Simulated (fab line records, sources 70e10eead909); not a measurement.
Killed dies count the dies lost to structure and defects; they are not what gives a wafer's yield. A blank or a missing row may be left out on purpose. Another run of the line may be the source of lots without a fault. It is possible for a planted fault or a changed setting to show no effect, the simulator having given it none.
Matching of chambers || flow nand-harc || NHARC_A_CONTACT_ETCH_49 on rie-diel-12: 4 sister chambers
The step etches the open film in N2/H2, target depth 260 nm, time 475.3 s. 4 wafers are shown with their chamber, then 9 later ones without.

## WAFERS WITH THEIR CHAMBER
{"wafer": "L609.3", "chamber": 3, "showerhead-plenum-p-Torr (Torr)": 2.09}
{"wafer": "L609.4", "chamber": 1, "showerhead-plenum-p-Torr (Torr)": 2.14}
{"wafer": "L610.2", "chamber": 0, "showerhead-plenum-p-Torr (Torr)": 2.03}
{"wafer": "L610.6", "chamber": 2, "showerhead-plenum-p-Torr (Torr)": 2.02}

## WAFERS MISSING THEIR CHAMBER
{"wafer": "L612.1", "showerhead-plenum-p-Torr (Torr)": 2.03}
{"wafer": "L612.4", "showerhead-plenum-p-Torr (Torr)": 2.13}
{"wafer": "L612.6", "showerhead-plenum-p-Torr (Torr)": 2.09}
{"wafer": "L613.1", "showerhead-plenum-p-Torr (Torr)": 2.03}
{"wafer": "L613.5", "showerhead-plenum-p-Torr (Torr)": 2.09}
{"wafer": "L613.6", "showerhead-plenum-p-Torr (Torr)": 2.03}
{"wafer": "L614.2", "showerhead-plenum-p-Torr (Torr)": 2.01}
{"wafer": "L614.4", "showerhead-plenum-p-Torr (Torr)": 2.01}
{"wafer": "L614.6", "showerhead-plenum-p-Torr (Torr)": 2.08}

## WHICH CHAMBER EACH ONE RAN IN
{"wafer": "L612.1", "from the rows above": "can't be placed: 0 or 2", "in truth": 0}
{"wafer": "L612.4", "from the rows above": 1, "in truth": 1}
{"wafer": "L612.6", "from the rows above": 3, "in truth": 3}
{"wafer": "L613.1", "from the rows above": "can't be placed: 0 or 2", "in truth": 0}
{"wafer": "L613.5", "from the rows above": 3, "in truth": 3}
{"wafer": "L613.6", "from the rows above": "can't be placed: 0 or 2", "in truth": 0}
{"wafer": "L614.2", "from the rows above": "can't be placed: 2 or 0", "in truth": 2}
{"wafer": "L614.4", "from the rows above": "can't be placed: 2 or 0", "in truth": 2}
{"wafer": "L614.6", "from the rows above": 3, "in truth": 3}
Correct placement for 4 of the 9. Unplaceable from these rows: 5, with the true chamber sitting among the candidates in 5. Wrongly placed: 0.
How it was worked out, from the rows above alone: a wafer's distance from a chamber is the root of the sum, over the readings, of the square of ((its reading less the chamber's mean) divided by the reading's scatter). The wafer belongs to the nearest chamber; if the next one is less than 2 further off, it can't be placed. A chamber's mean is the mean of its shown wafers. The scatter: root of mean squared gap, hidden wafer to nearest shown wafer, with one shown wafer a chamber.
